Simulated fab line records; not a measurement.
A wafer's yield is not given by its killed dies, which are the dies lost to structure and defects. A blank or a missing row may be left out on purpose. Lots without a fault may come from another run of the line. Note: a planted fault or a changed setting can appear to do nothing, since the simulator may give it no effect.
One fault seen from 3 desks / flow nandHarc / what lay behind the numbers comes last; until then each desk has only its own

== FROM THE METROLOGY DESK ==
Lot by lot, what the gauges showed, no matter which tool ran the lot: averages of those sampled wafers that carry a number. The brackets show how far a lot's mean lies from the usual mean; more than 4 standard deviations puts the lot out of limits, marked OUT.
Columns: A = thkNm at NHARC_A_SOURCE_PLATE_THK_MEAS_09, usual 9.9 nm
lot=L162; first seen here=day 6 21:07; A=9.2
lot=L165; first seen here=day 7 14:23; A=10.0
lot=L166; first seen here=day 7 14:23; A=9.8
lot=L167; first seen here=day 8 03:11; A=10.5
lot=L168; first seen here=day 8 03:11; A=10.7
lot=L169; first seen here=day 8 20:05; A=9.7
lot=L170; first seen here=day 9 02:17; A=9.5
lot=L173; first seen here=day 9 13:49; A=10.2
lot=L172; first seen here=day 9 13:50; A=9.9
lot=L174; first seen here=day 10 10:10; A=9.4
lot=L175; first seen here=day 10 10:10; A=10.1
lot=L182; first seen here=day 12 00:59; A=9.6
lot=L183; first seen here=day 12 08:16; A=9.6
lot=L185; first seen here=day 12 17:10; A=9.0
This desk's finding: nothing out of limits on any of the 14 lots.

== THE DEFECT DESK ==
Lot by lot, what the route's inspections counted, given as the mean of those sampled wafers with a number. The brackets show how far a lot's mean lies from the usual mean; more than 4 standard deviations puts the lot out of limits, marked OUT.
Columns: A = rawDefectCount at NHARC_A_ZERO_WELL_INSPECT_17, usual 10
lot=L162; first seen here=day 6 13:47; A=8
lot=L165; first seen here=day 7 05:56; A=5
lot=L166; first seen here=day 7 08:14; A=8
lot=L168; first seen here=day 7 19:47; A=17
lot=L167; first seen here=day 7 19:58; A=10
lot=L169; first seen here=day 8 09:44; A=5
lot=L170; first seen here=day 8 18:51; A=12
lot=L172; first seen here=day 9 06:26; A=22
lot=L173; first seen here=day 9 08:05; A=13
lot=L174; first seen here=day 10 02:37; A=12
lot=L175; first seen here=day 10 03:25; A=9
lot=L182; first seen here=day 11 18:18; A=10
lot=L183; first seen here=day 11 22:19; A=10
lot=L185; first seen here=day 12 07:06; A=9
This desk's finding: nothing out of limits on any of the 14 lots.

== FOR THE TOOL OWNER'S DESK: rieSi-01 ==
The tool's own readings at NHARC_A_ZERO_WELL_ETCH_13 (etches the open film in HBr/Cl2, target depth 120 nm, time 40.1 s): means of the sampled wafers that have a number, for each lot that ran on this tool. The brackets show how far a lot's mean lies from the usual mean; more than 4 standard deviations puts the lot out of limits, marked OUT.
Columns: A = drypumpMotorCurrentA at NHARC_A_ZERO_WELL_ETCH_13, usual 5.5 A; B = oesProductAu at NHARC_A_ZERO_WELL_ETCH_13, usual 1.002 a.u.; C = throttleValvePct at NHARC_A_ZERO_WELL_ETCH_13, usual 26.406 %
lot=L168; first seen here=day 7 18:41; A=5.6; B=1.002; C=26.410
lot=L170; first seen here=day 8 17:46; A=5.5; B=1.013; C=26.395
lot=L172; first seen here=day 9 05:19; A=5.4; B=0.912 (-9.0) OUT; C=26.406
lot=L175; first seen here=day 10 02:07; A=5.6; B=0.914 (-8.8) OUT; C=26.409
lot=L185; first seen here=day 12 06:01; A=5.4; B=1.015; C=26.406
This desk's finding: out of limits on L172, L175; first on L172, day 9 05:19 (oesProductAu at NHARC_A_ZERO_WELL_ETCH_13). Within limits: L168, L170, L185.

== ALL TOGETHER ==
At day 9 05:19, on L172, L175, the tool owner's desk was in a position to raise an alarm.
The metrology desk saw nothing out of limits.
Nothing out of limits was seen by the defect desk.
The metrology desk holds a record of L172, L175, inside its limits.
The defect desk has L172, L175 on record, within its limits.
Every lot named ran NHARC_A_ZERO_WELL_ETCH_13 on rieSi-01.

== WHAT WAS PUT IN BY THE SIMULATOR ==
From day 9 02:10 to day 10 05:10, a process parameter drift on rieSi-01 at NHARC_A_ZERO_WELL_ETCH_13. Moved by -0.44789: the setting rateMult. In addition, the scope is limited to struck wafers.
Shown lots that were struck: L172, L175.
Hours from the fault's start to each desk's first reading out of limits: the tool owner's desk, 3.
